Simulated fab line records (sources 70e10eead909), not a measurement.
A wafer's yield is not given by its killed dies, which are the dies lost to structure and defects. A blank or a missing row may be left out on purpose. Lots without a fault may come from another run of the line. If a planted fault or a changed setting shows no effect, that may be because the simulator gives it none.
fab line records | flow nand-harc
record: lots: 12 | wafers: 36 | last-day: 33
route steps=1302 shown P_M0@277 P_M1@299 END@1302
lots that met no fault: from a run of the same line without faults
start-h: the number of hours between the record's first day and the start of the first shown wafer of the lot | wait-h: hours since the lot's step before | " identical to the entry in the row above | L1.1+2: several wafers, shown together as one row | - value missing, or start not given | * or withheld: withheld | < > ~ a bound
route shown NAME@n: NAME is a module with steps in the file, n the number in the route of the first one | usual: average and standard deviation across the fault-free wafers | same: alike in all rows | chamber/n: place in a boat | sites: each site's reading | _std_site: the values' standard deviation | _edge_site: the outer-site mean with the inner-site mean subtracted | radius-mm: how far each site lies from the wafer's centre | mask NAME#n: copy n | behind: the most recent tool/chamber to have shaped the wafer | hold: cause of the lot's hold/its duration in hours/its outcome | device: the n, p or np transistor that did not switch | end of line: at the end of the route, the tests of the same wafers | a step without rows: its recipe alone | killed: at the first sort, the dies lost to defects and structure; wafer yield is something else | map: dies across one wafer; x = killed, . = not, _ = none there
set.NAME: the setting that was run; set.NAME@STEP: the one run at that earlier step | model.NAME: the simulator's own value behind a step, which no gauge read
steps of the route over a sample of lots; a table a step, a row a wafer
services: from which hour (start-h, from the record's first day; less than 0 if before it) a tool's chamber was out of use, for how many hours, and why
== steps ==
step: NHARC_P_M0_ANNEAL_30
recipe: temp-c: 225 | time-s: 90
usual: anneal-temp-c: 225.03/0.17 | wafer_temp_C_max: 226.1/0.54
lot.wafer | tool          | chamber | start-h | wait-h | anneal-temp-c | wafer_temp_C_max
L575.1    | rtp-anneal-02 | 0       | 142.05  | -      | 224.97        | 226.4
L575.3    | "             | 0       | "       | "      | 225.15        | 226.1
L575.5    | "             | 0       | "       | "      | 225.05        | 226.2
L576.2    | rtp-anneal-02 | 0       | 151.89  | 0.4    | 225.05        | 226.2
L576.4    | "             | 0       | "       | "      | 225.04        | 226.7
L576.5    | "             | 0       | "       | "      | 225.10        | 226.7
L581.3    | rtp-anneal-01 | 0       | 191.08  | -      | 225.07        | 225.4
L581.4    | "             | 0       | "       | "      | 224.97        | 225.6
L581.5    | "             | 0       | "       | "      | 225.04        | 225.5
L582.4    | rtp-anneal-02 | 0       | 202.17  | -      | 224.96        | 226.4
L582.5    | "             | 0       | "       | "      | 225.04        | 226.2
L582.6    | "             | 0       | "       | "      | 224.91        | 226.4
L583.3    | rtp-anneal-01 | 0       | 215.65  | -      | 224.98        | 225.6
L583.5    | "             | 0       | "       | "      | 225.21        | 225.5
L583.6    | "             | 0       | "       | "      | 224.84        | 225.8
L584.3    | rtp-anneal-02 | 0       | 220.18  | -      | 224.81        | 226.8
L584.4    | "             | 0       | "       | "      | 225.00        | 226.6
L584.6    | "             | 0       | "       | "      | 224.66        | 226.3
L587.2    | rtp-anneal-01 | 0       | 252.77  | -      | 225.07        | 225.7
L587.3    | "             | 0       | "       | "      | 225.11        | 225.7
L587.5    | "             | 0       | "       | "      | 224.84        | 225.7
L589.1    | rtp-anneal-01 | 0       | 272.33  | -      | 225.10        | 225.6
L589.2    | "             | 0       | "       | "      | 224.79        | 225.6
L589.6    | "             | 0       | "       | "      | 224.95        | 225.5
L588.1    | rtp-anneal-02 | 0       | 273.69  | 0.3    | 224.76        | 226.7
L588.3    | "             | 0       | "       | "      | 224.73        | 226.2
L588.4    | "             | 0       | "       | "      | 224.90        | 226.4
L595.2    | rtp-anneal-02 | 0       | 344.53  | 0.4    | 224.91        | 226.6
L595.4    | "             | 0       | "       | "      | 225.08        | 226.3
L595.6    | "             | 0       | "       | "      | 225.07        | 226.4
L596.1    | rtp-anneal-01 | 0       | 350.69  | 0.3    | 225.19        | 225.9
L596.3    | "             | 0       | "       | "      | 225.03        | 225.9
L596.6    | "             | 0       | "       | "      | 225.18        | 226.0
L597.1    | rtp-anneal-02 | 0       | 363.16  | 0.3    | 225.35        | 227.0
L597.4    | "             | 0       | "       | "      | 225.11        | 227.1
L597.5    | "             | 0       | "       | "      | 224.99        | 226.3
step: NHARC_P_M0_INSPECT_27
usual: raw-defect-count: 300/120
lot.wafer | tool              | chamber | start-h | wait-h | raw-defect-count
L575.1    | defect-inspect-01 | -       | 142.87  | 0.0    | 186
L575.3    | "                 | -       | "       | "      | 185
L575.5    | "                 | -       | "       | "      | 227
L576.2    | defect-inspect-01 | -       | 152.65  | 0.0    | 210
L576.4    | "                 | -       | "       | "      | 287
L576.5    | "                 | -       | "       | "      | 208
L581.3    | defect-inspect-01 | -       | 191.80  | 0.0    | 283
L581.4    | "                 | -       | "       | "      | 299
L581.5    | "                 | -       | "       | "      | 190
L582.4    | defect-inspect-01 | -       | 202.84  | 0.0    | 235
L582.5    | "                 | -       | "       | "      | 452
L582.6    | "                 | -       | "       | "      | 698
L583.3    | defect-inspect-02 | -       | 216.37  | 0.0    | 455
L583.5    | "                 | -       | "       | "      | 185
L583.6    | "                 | -       | "       | "      | 266
L584.3    | defect-inspect-01 | -       | 220.89  | 0.0    | 259
L584.4    | "                 | -       | "       | "      | 354
L584.6    | "                 | -       | "       | "      | 412
L587.2    | defect-inspect-01 | -       | 253.55  | 0.0    | 179
L587.3    | "                 | -       | "       | "      | 410
L587.5    | "                 | -       | "       | "      | 156
L589.1    | defect-inspect-02 | -       | 273.15  | 0.0    | 230
L589.2    | "                 | -       | "       | "      | 261
L589.6    | "                 | -       | "       | "      | 314
L588.1    | defect-inspect-02 | -       | 274.51  | 0.0    | 791
L588.3    | "                 | -       | "       | "      | 676
L588.4    | "                 | -       | "       | "      | 388
L595.2    | defect-inspect-02 | -       | 345.29  | 0.0    | 129
L595.4    | "                 | -       | "       | "      | 401
L595.6    | "                 | -       | "       | "      | 200
L596.1    | defect-inspect-01 | -       | 351.51  | 0.0    | 205
L596.3    | "                 | -       | "       | "      | 177
L596.6    | "                 | -       | "       | "      | 268
L597.1    | defect-inspect-02 | -       | 363.97  | 0.0    | 341
L597.4    | "                 | -       | "       | "      | 157
L597.5    | "                 | -       | "       | "      | 341
step: NHARC_P_M1_ETCH_35
recipe: target-depth-a: 400 | overetch-a: 120 | time-s: 43.94 | ion-energy-ev: 200 | n2-flow-sccm: 150 | h2-flow-sccm: 150 | ar-flow-sccm: 0 | rf-w: 400 | bias-w: 150 | chemistry: N2/H2
usual: chamber-pressure-mTorr: 30.001/0.03 | drypump-motor-current-A: 5.7/0.41 | n2-flow-sccm: 150.0/0.42 | oes-product-au: 1.004/0.011 | rf-vpp-V: 431/3 | showerhead-plenum-p-Torr: 2.06/0.11 | throttle-valve-pct: 14.171/0.0088
lot.wafer | tool        | chamber | start-h | wait-h | chamber-pressure-mTorr | drypump-motor-current-A | n2-flow-sccm | oes-product-au | rf-hours-counter-h | rf-vpp-V | showerhead-plenum-p-Torr | throttle-valve-pct
L575.1    | rie-diel-06 | 3       | 144.44  | 0.1    | 29.917                 | 5.9                     | 150.2        | 1.008          | 0                  | 428      | 2.02                     | 14.170
L575.3    | "           | 0       | "       | "      | 30.011                 | 5.3                     | 150.0        | 1.003          | 0                  | 428      | 1.99                     | 14.173
L575.5    | "           | 2       | "       | "      | 29.998                 | 5.1                     | 149.7        | 1.001          | -                  | 434      | 2.19                     | 14.186
L576.4    | rie-diel-03 | 1       | 154.20  | 0.1    | 30.017                 | 6.0                     | 150.5        | 1.016          | 3                  | 427      | 1.93                     | 14.177
L576.2    | "           | 2       | "       | "      | 30.012                 | 5.9                     | 149.9        | 1.011          | 3                  | 434      | 2.17                     | 14.183
L576.5    | "           | 0       | "       | "      | 29.965                 | 5.1                     | 149.5        | 1.010          | -                  | 427      | 1.94                     | 14.179
L581.4    | rie-diel-06 | 2       | 193.75  | 0.1    | 30.019                 | 5.1                     | 149.7        | 0.998          | 5                  | 436      | 2.18                     | 14.173
L581.3    | "           | 3       | "       | "      | 29.958                 | 6.0                     | 149.7        | 0.992          | 4                  | 430      | 2.02                     | 14.176
L581.5    | "           | 2       | "       | "      | 30.009                 | 5.1                     | 150.4        | 0.994          | -                  | 434      | 2.18                     | 14.180
L582.4    | rie-diel-03 | 1       | 204.50  | 0.1    | 29.972                 | 6.1                     | 149.8        | 1.014          | 4                  | 428      | 1.93                     | 14.160
L582.6    | "           | 0       | "       | "      | 30.012                 | 5.2                     | 149.8        | 0.996          | -                  | 427      | 1.94                     | 14.173
L582.5    | "           | 1       | "       | "      | 30.007                 | 6.1                     | 150.2        | 1.011          | -                  | 428      | 1.93                     | 14.178
L583.3    | rie-diel-03 | 0       | 218.03  | 0.1    | 29.948                 | 5.2                     | 148.9        | 0.992          | 6                  | 429      | 1.94                     | 14.171
L583.6    | "           | 3       | "       | "      | 29.984                 | 6.1                     | 150.2        | 0.989          | -                  | 435      | 2.19                     | 14.166
L583.5    | "           | 0       | "       | "      | 29.991                 | 5.2                     | 149.5        | 0.996          | -                  | 427      | 1.94                     | 14.168
L584.3    | rie-diel-03 | 0       | 222.58  | 0.1    | 29.991                 | 5.1                     | 149.1        | 0.997          | 6                  | 429      | 1.94                     | 14.178
L584.4    | "           | 1       | "       | "      | 30.017                 | 6.0                     | 149.9        | 1.012          | -                  | 428      | 1.93                     | 14.171
L584.6    | "           | 3       | "       | "      | 30.001                 | 6.1                     | 150.0        | 0.981          | -                  | 434      | 2.19                     | 14.166
L587.3    | rie-diel-03 | 1       | 255.10  | 0.1    | 30.010                 | 6.0                     | 150.5        | 1.010          | 6                  | 427      | 1.93                     | 14.165
L587.2    | "           | 3       | "       | "      | 30.004                 | 6.1                     | 149.6        | 0.996          | 7                  | 434      | 2.19                     | 14.174
L587.5    | "           | 2       | "       | "      | 30.009                 | 5.9                     | 150.0        | 1.018          | -                  | 433      | 2.17                     | 14.193
L589.1    | rie-diel-06 | 0       | 276.17  | 0.1    | 30.008                 | 5.2                     | 150.3        | 0.992          | 12                 | 429      | 1.99                     | 14.177
L589.2    | "           | 3       | "       | "      | 30.026                 | 6.0                     | 150.6        | 0.996          | 12                 | 429      | 2.02                     | 14.180
L589.6    | "           | 1       | "       | "      | 29.989                 | 5.7                     | 148.7        | 1.007          | -                  | 431      | 2.11                     | 14.162
L588.3    | rie-diel-03 | 3       | 276.20  | 0.1    | 30.033                 | 6.1                     | 149.9        | 0.991          | 8                  | 434      | 2.19                     | 14.196
L588.4    | "           | 0       | "       | "      | 30.049                 | 5.1                     | 150.2        | 1.004          | 8                  | 428      | 1.94                     | 14.164
L588.1    | "           | 1       | "       | "      | 30.029                 | 6.1                     | 150.0        | 1.019          | 7                  | 427      | 1.93                     | 14.152
L595.2    | rie-diel-06 | 0       | 346.84  | 0.1    | 30.028                 | 5.2                     | 149.9        | 0.996          | 1                  | 429      | 1.98                     | 14.175
L595.4    | "           | 2       | "       | "      | 30.067                 | 5.1                     | 150.7        | 0.990          | 2                  | 434      | 2.18                     | 14.173
L595.6    | "           | 3       | "       | "      | 29.946                 | 6.0                     | 149.5        | 1.005          | -                  | 430      | 2.02                     | 14.168
L596.1    | rie-diel-06 | 0       | 353.20  | 0.1    | 30.010                 | 5.3                     | 150.3        | 1.013          | 3                  | 428      | 1.99                     | 14.184
L596.3    | "           | 1       | "       | "      | 30.001                 | 5.7                     | 149.8        | 1.000          | 3                  | 432      | 2.11                     | 14.158
L596.6    | "           | 1       | "       | "      | 30.050                 | 5.8                     | 150.3        | 0.994          | -                  | 432      | 2.11                     | 14.169
L597.4    | rie-diel-06 | 2       | 365.63  | 0.1    | 30.057                 | 5.1                     | 150.1        | 1.005          | 3                  | 432      | 2.18                     | 14.187
L597.1    | "           | 3       | "       | "      | 29.968                 | 6.0                     | 150.1        | 0.991          | 3                  | 430      | 2.01                     | 14.177
L597.5    | "           | 1       | "       | "      | 29.987                 | 5.7                     | 150.7        | 1.005          | -                  | 435      | 2.11                     | 14.172
step: NHARC_P_M1_ECD_22
recipe: target-thk-a: 4000 | bath-temp-c: 25 | material: Cu
lot.wafer  | tool      | chamber | start-h | wait-h
L575.1+3+5 | ecd-cu-01 | 0,1,1   | 145.78  | -
L576.2+4+5 | ecd-cu-01 | 0,1,1   | 155.49  | -
L581.4+3+5 | ecd-cu-02 | 0,1,1   | 195.20  | -
L582.4+5+6 | ecd-cu-02 | 1,1,0   | 205.96  | -
L583.3+5+6 | ecd-cu-02 | 0,1,0   | 219.46  | -
L584.4+3+6 | ecd-cu-01 | 0,1,1   | 223.99  | -
L587.2+3+5 | ecd-cu-02 | 0,1,1   | 256.42  | -
L589.1+2+6 | ecd-cu-02 | 1,0,1   | 277.46  | -
L588.1+3+4 | ecd-cu-01 | 1,0,1   | 277.55  | -
L595.2+4+6 | ecd-cu-02 | 1       | 348.13  | -
L596.1+3+6 | ecd-cu-01 | 0       | 354.49  | -
L597.1+4+5 | ecd-cu-02 | 0,1,1   | 366.92  | -
step: NHARC_P_M1_CMP_23
recipe: t-overpolish-s: 20 | target-thk-nm: 157.82
usual: motor-current-A: 11.5/1.2 | slurry-flow-ml-min: 150.1/0.45 | time-to-endpoint-s: 28.6/2.5
lot.wafer | tool   | chamber | start-h | wait-h | motor-current-A | slurry-flow-ml-min | time-to-endpoint-s
L575.1    | cmp-04 | 1       | 146.48  | -      | 11.8            | 150.2              | 26.7
L575.3    | "      | 2       | "       | "      | 11.5            | 149.5              | 27.1
L575.5    | "      | 0       | "       | "      | 12.2            | 149.8              | 26.7
L576.2    | cmp-02 | 3       | 156.27  | -      | 13.0            | 149.4              | 33.7
L576.4    | "      | 0       | "       | "      | 10.6            | 150.3              | 29.5
L576.5    | "      | 2       | "       | "      | 12.5            | 149.1              | 32.8
L581.3    | cmp-01 | 3       | 195.83  | -      | 10.1            | 150.2              | 28.2
L581.4    | "      | 2       | "       | "      | 11.5            | 150.8              | 27.3
L581.5    | "      | 3       | "       | "      | 10.2            | 150.4              | 25.4
L582.4    | cmp-04 | 1       | 206.61  | -      | 11.3            | 150.0              | 28.4
L582.5    | "      | 0       | "       | "      | 12.5            | 149.6              | 27.1
L582.6    | "      | 1       | "       | "      | 11.4            | 149.8              | 29.8
L583.3    | cmp-02 | 2       | 220.08  | -      | 13.6            | 149.2              | 30.4
L583.6    | "      | 1       | "       | "      | 10.7            | 150.0              | 26.4
L583.5    | "      | 2       | "       | "      | 13.7            | 150.2              | 28.7
L584.4    | cmp-04 | 2       | 224.65  | -      | 11.3            | 149.5              | 27.0
L584.3    | "      | 3       | "       | "      | 9.8             | 150.1              | 27.1
L584.6    | "      | 2       | "       | "      | 12.3            | 149.0              | 29.9
L587.2    | cmp-04 | 1       | 257.17  | -      | 11.3            | 150.4              | 10.5
L587.3    | "      | 3       | "       | "      | 10.9            | 150.3              | 27.7
L587.5    | "      | 0       | "       | "      | 12.8            | 150.0              | 28.8
L589.2    | cmp-02 | 1       | 278.21  | -      | 10.0            | 150.1              | 11.7
L589.1    | "      | 2       | "       | "      | 14.1            | 150.2              | 32.1
L589.6    | "      | 1       | "       | "      | 10.4            | 150.0              | 30.1
L588.3    | cmp-01 | 0       | 278.25  | -      | 12.4            | 150.1              | 33.5
L588.4    | "      | 1       | "       | "      | 10.2            | 151.2              | 34.8
L588.1    | "      | 2       | "       | "      | 11.3            | 149.8              | 34.6
L595.2    | cmp-02 | 3       | 348.85  | -      | 13.5            | 150.1              | 25.9
L595.4    | "      | 0       | "       | "      | 11.2            | 150.5              | 24.4
L595.6    | "      | 3       | "       | "      | 13.7            | 150.1              | 28.2
L596.1    | cmp-04 | 0       | 355.21  | -      | 12.9            | 150.2              | 29.8
L596.3    | "      | 2       | "       | "      | 11.4            | 149.9              | 31.6
L596.6    | "      | 0       | "       | "      | 12.7            | 150.3              | 31.0
L597.1    | cmp-01 | 1       | 367.68  | -      | 10.1            | 150.3              | 30.3
L597.4    | "      | 2       | "       | "      | 11.3            | 150.5              | 31.9
L597.5    | "      | 1       | "       | "      | 10.8            | 150.3              | 31.3
step: NHARC_END_SORT_01
recipe: temp-c: 25
usual: defect-limited-yield: 91.4/2.5 | killed-at-array: 54/17 | killed-at-other: 1.0/1.4 | killed-at-periphery: 3.6/2.1 | killed-dies: 58/17 | killed-open: 3.2/2 | killed-short: 2.5/1.5
same: gross-dies: 677
lot.wafer | tool      | chamber | start-h | wait-h | defect-limited-yield[%] | killed-at-array | killed-at-other | killed-at-periphery | killed-dies | killed-open | killed-short
L588.1    | prober-02 | 0       | 710.95  | 2.5    | 91.1                    | 58              | 0               | 2                   | 60          | 3           | 1
L588.3    | prober-02 | 0       | 712.53  | 3.1    | 92.0                    | 52              | 1               | 1                   | 54          | 3           | 1
L588.4    | prober-02 | 0       | 713.32  | 3.4    | 90.3                    | 62              | 0               | 4                   | 66          | 3           | 3
killed by level:class
L588.1 A_SLIT:chamber-film-flake=33 A_CHANNEL_HOLE_D1:chamber-film-flake=12 A_CONTACT:chamber-film-flake=6 P_CONTACT:geometric-particle:open=1 A_ONON_D1:geometric-particle:short=1 A_CHANNEL_FILL_D1:geometric-particle:open=1 A_CONTACT:geometric-particle:open=1 P_STI:chamber-film-flake=1
L588.3 A_SLIT:chamber-film-flake=38 A_CHANNEL_HOLE_D1:chamber-film-flake=6 A_BLC:chamber-film-flake=3 A_CONTACT:chamber-film-flake=2 P_M1:geometric-particle:short=1 A_CHANNEL_HOLE_D1:geometric-particle:open=1 A_DECK1_JOINT:geometric-particle:open=1 STARTING-WAFER:geometric-particle:open=1
L588.4 A_SLIT:chamber-film-flake=36 A_CHANNEL_HOLE_D1:chamber-film-flake=9 A_CONTACT:chamber-film-flake=5 A_BLC:chamber-film-flake=4 P_STI:chamber-film-flake=3 A_STAIRCASE:chamber-film-flake=2 P_CONTACT:geometric-particle:short=1 A_ONON_D1:geometric-particle:short=1
== services ==
tool        | chamber | start-h | hours | kind
cmp-04      | -       | 119.51  | 0.6   | repair
rie-diel-06 | 0       | 120.10  | 3.5   | repair
cmp-04      | -       | 124.55  | 0.5   | repair
rie-diel-06 | -       | 130.21  | 9.0   | pm
ecd-cu-01   | -       | 132.24  | 0.8   | repair
cmp-04      | -       | 133.65  | 0.3   | repair
ecd-cu-01   | -       | 160.00  | 8.0   | pm
rie-diel-03 | 1       | 169.93  | 6.0   | repair
rie-diel-06 | 3       | 181.09  | 5.6   | repair
rie-diel-03 | 3       | 184.88  | 14.9  | repair
rie-diel-06 | -       | 189.00  | 0.5   | repair
ecd-cu-01   | -       | 199.00  | 1.2   | repair
cmp-04      | -       | 209.00  | 4.0   | pm
ecd-cu-01   | -       | 214.20  | 2.2   | repair
rie-diel-03 | 2       | 219.86  | 4.2   | repair
rie-diel-03 | 0       | 230.78  | 4.5   | repair
ecd-cu-02   | -       | 244.49  | 8.0   | pm
rie-diel-03 | 0       | 252.70  | 7.2   | repair
cmp-04      | -       | 265.00  | 1.0   | repair
cmp-04      | -       | 267.25  | 0.5   | repair
ecd-cu-01   | -       | 272.36  | 5.0   | repair
rie-diel-03 | -       | 281.30  | 9.0   | pm
rie-diel-03 | 2       | 302.23  | 9.1   | repair
rie-diel-06 | -       | 307.21  | 9.0   | pm
== key ==
first-sign: step: NHARC_P_M1_CMP_23 | reading: time-to-endpoint-s | direction: down | sigmas: 7 | usual: * | struck: *
effect none on later readings
met-at NHARC_P_M1_ECD_22
struck-lots L587,L589
struck-wafers L587.2,L589.2
not-acting-at NHARC_P_M0_ANNEAL_30,NHARC_P_M0_INSPECT_27,NHARC_P_M1_ETCH_35
onset-between 219.46 256.42
fault: kind: process-parameter-drift | tool: ecd-cu-02 | chamber: 0 | onset-h: 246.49 | steps: NHARC_P_M1_ECD_22 | channel: target-thk-a | offset: * | shape: step | end-h: 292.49 | acts-in: * | stated: *
